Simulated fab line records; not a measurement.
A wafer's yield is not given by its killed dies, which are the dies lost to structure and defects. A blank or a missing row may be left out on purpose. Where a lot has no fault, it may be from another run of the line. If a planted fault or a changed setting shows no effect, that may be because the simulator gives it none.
Matching of chambers	flow n5-finfet	N5_MOL_CONTACT_COAG_ALD_133 on ald-sin-04 has 4 sister chambers
The step deposits SiO2, target thk 5 nm, pulse time 1 s, co reactant pulse time 1 s. 8 wafers are shown with their chamber, then 9 later ones without.

== WAFERS, EACH WITH ITS CHAMBER ==
wafer	chamber	heater-power-w (W)	precursor-pulse-height-rel
L079.5	2	87	1.002
L079.6	1	80	1.002
L083.1	0	85	0.986
L083.3	3	90	1.014
L083.5	1	82	1.011
L084.4	2	87	0.957
L084.5	0	83	0.979
L084.6	3	90	0.999

== WAFERS WITHOUT THEIR CHAMBER ==
wafer	heater-power-w (W)	precursor-pulse-height-rel
L091.1	86	0.992
L091.2	82	1.017
L091.3	90	0.986
L091.4	89	0.980
L091.5	82	1.004
L091.6	84	0.971
L093.2	80	1.014
L093.3	90	1.001
L093.4	86	0.979

== CHAMBER TAKEN BY EACH ==
wafer	from the rows above	in truth
L091.1	can't be placed: 2 or 0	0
L091.2	can't be placed: 1 or 0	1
L091.3	can't be placed: 3 or 2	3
L091.4	can't be placed: 3 or 2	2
L091.5	can't be placed: 1 or 0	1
L091.6	0	0
L093.2	1	1
L093.3	3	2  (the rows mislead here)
L093.4	can't be placed: 2 or 0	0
Placed correctly: 2 of 9. Cannot be placed on the basis of these rows: 6; the candidates contain the true chamber in 6. Number placed wrongly: 1.
How it was worked out, from the rows above alone: a wafer's distance from a chamber is the root of the sum, over the readings, of the square of ((its reading less the chamber's mean) divided by the reading's scatter). If the next closest chamber is less than 2 further off than the closest, the wafer can't be placed; otherwise it belongs to the closest. A chamber's mean is the mean of its shown wafers. The scatter is the square root of a quotient: the sum, over the shown wafers, of each reading's squared deviation from its chamber's mean, divided by wafers minus chambers.
